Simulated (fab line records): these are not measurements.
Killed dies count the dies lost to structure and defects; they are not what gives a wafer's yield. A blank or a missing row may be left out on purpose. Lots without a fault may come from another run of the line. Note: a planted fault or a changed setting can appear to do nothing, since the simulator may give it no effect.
Matching of chambers	flow n5Finfet	N5_BEOL_M1_ETCH_74 on rieDiel-02: 4 sister chambers
The step etches underlayer in N2/H2, target depth 6.5 nm, time 5.2 s. 8 wafers are shown with their chamber, then 8 later ones without.

== WAFERS, EACH WITH ITS CHAMBER ==
wafer	chamber	showerheadPlenumPTorr (Torr)	drypumpMotorCurrentA (A)
L077.5	1	2.65	6.34
L080.6	2	2.66	5.46
L087.5	0	2.42	5.83
L087.6	1	2.64	6.33
L088.1	0	2.42	5.83
L088.2	3	2.62	5.81
L088.4	2	2.66	5.45
L090.1	3	2.62	5.80

== WAFERS WHOSE CHAMBER IS MISSING ==
wafer	showerheadPlenumPTorr (Torr)	drypumpMotorCurrentA (A)
L090.4	2.64	6.32
L090.6	2.64	6.34
L092.1	2.42	5.85
L092.2	2.62	5.83
L092.3	2.64	6.32
L097.3	2.63	6.35
L097.4	2.63	6.36
L097.5	2.65	5.46

== WHICH CHAMBER EACH ONE RAN IN ==
wafer	from the rows above	in truth
L090.4	1	1
L090.6	1	1
L092.1	0	0
L092.2	3	3
L092.3	1	1
L097.3	1	1
L097.4	1	1
L097.5	2	2
Correctly placed: 8 of 8. From these rows, 0 cannot be placed. Number placed wrongly: 0.
How it was worked out, from the rows above alone: a wafer's distance from a chamber is the root of the sum, over the readings, of the square of ((its reading less the chamber's mean) divided by the reading's scatter). If the next closest chamber is less than 2 further off than the closest, the wafer can't be placed; otherwise it belongs to the closest. For every chamber, the mean is computed from those of its wafers that are shown. The scatter: take each reading less its chamber's mean, square it, sum over the shown wafers, divide by the number of wafers less the number of chambers, and take the root.
